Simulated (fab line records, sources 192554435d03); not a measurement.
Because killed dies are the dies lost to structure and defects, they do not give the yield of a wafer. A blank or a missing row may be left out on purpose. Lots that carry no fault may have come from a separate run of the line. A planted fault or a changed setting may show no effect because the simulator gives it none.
Matching of chambers / flow n5-finfet / N5_BEOL_M2_PRE_CLEAN_60 on cvd-co-02 has 3 sister chambers
The step time 15 s. 3 wafers are shown with their chamber, then 7 later ones without.

## WAFERS, EACH WITH ITS CHAMBER
wafer=L941.6; chamber=2; heater-power-w (W)=97
wafer=L942.2; chamber=0; heater-power-w (W)=67
wafer=L942.3; chamber=1; heater-power-w (W)=83

## WAFERS WITH NO CHAMBER GIVEN
wafer=L942.5; heater-power-w (W)=70
wafer=L945.1; heater-power-w (W)=69
wafer=L945.2; heater-power-w (W)=97
wafer=L945.3; heater-power-w (W)=84
wafer=L950.3; heater-power-w (W)=84
wafer=L950.4; heater-power-w (W)=70
wafer=L950.5; heater-power-w (W)=84

## CHAMBER TAKEN BY EACH
wafer=L942.5; from the rows above=0; in truth=0
wafer=L945.1; from the rows above=0; in truth=0
wafer=L945.2; from the rows above=2; in truth=2
wafer=L945.3; from the rows above=1; in truth=1
wafer=L950.3; from the rows above=1; in truth=1
wafer=L950.4; from the rows above=0; in truth=0
wafer=L950.5; from the rows above=1; in truth=1
Placed correctly: 7 of 7. Can't be placed from these rows: 0. Wrongly placed: 0.
How it was worked out, from the rows above alone: a wafer's distance from a chamber is the root of the sum, over the readings, of the square of ((its reading less the chamber's mean) divided by the reading's scatter). The wafer belongs to the nearest chamber; if the next one is less than 2 further off, it can't be placed. A chamber's mean is the mean of its shown wafers. The scatter: root of mean squared gap, hidden wafer to nearest shown wafer, with one shown wafer a chamber.
